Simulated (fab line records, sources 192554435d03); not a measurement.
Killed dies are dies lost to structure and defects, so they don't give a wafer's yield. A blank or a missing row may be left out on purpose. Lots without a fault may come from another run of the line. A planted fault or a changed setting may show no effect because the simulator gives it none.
Chamber matching | flow n5_finfet | N5_BEOL_M0_SAQP_ETCH_88 on rie_diel-02: 4 sister chambers
The step etches underlayer in N2/H2, target depth 6.5 nm, time 5.2 s. 8 wafers are shown with their chamber, then 7 later ones without.

WAFERS WITH THEIR CHAMBER
wafer  | chamber | showerhead_plenum_p_Torr (Torr) | throttle_valve_pct (%)
L080.2 | 0       | 2.62                            | 18.15
L080.6 | 0       | 2.62                            | 18.17
L082.4 | 1       | 2.50                            | 17.88
L082.5 | 2       | 2.55                            | 17.75
L088.2 | 2       | 2.54                            | 17.82
L088.5 | 3       | 2.51                            | 17.73
L093.2 | 3       | 2.50                            | 17.74
L093.3 | 1       | 2.49                            | 17.89

WAFERS WITHOUT THEIR CHAMBER
wafer  | showerhead_plenum_p_Torr (Torr) | throttle_valve_pct (%)
L093.5 | 2.49                            | 17.92
L095.1 | 2.50                            | 17.73
L095.3 | 2.54                            | 17.81
L095.5 | 2.49                            | 17.91
L097.1 | 2.50                            | 17.74
L097.3 | 2.49                            | 17.91
L097.5 | 2.49                            | 17.92

WHICH CHAMBER EACH WENT THROUGH
wafer  | from the rows above | in truth
L093.5 | 1                   | 1
L095.1 | 3                   | 3
L095.3 | 2                   | 2
L095.5 | 1                   | 1
L097.1 | 3                   | 3
L097.3 | 1                   | 1
L097.5 | 1                   | 1
Placed correctly: 7 of 7. Can't be placed from these rows: 0. Placed wrongly: 0.
How it was worked out, from the rows above alone: a wafer's distance from a chamber is the root of the sum, over the readings, of the square of ((its reading less the chamber's mean) divided by the reading's scatter). The wafer belongs to the nearest chamber; if the next one is less than 2 further off, it can't be placed. A chamber's mean is the mean of its shown wafers. The scatter: the root of (the sum of the squares of (reading less its chamber's mean) over the shown wafers, divided by (wafers less chambers)).
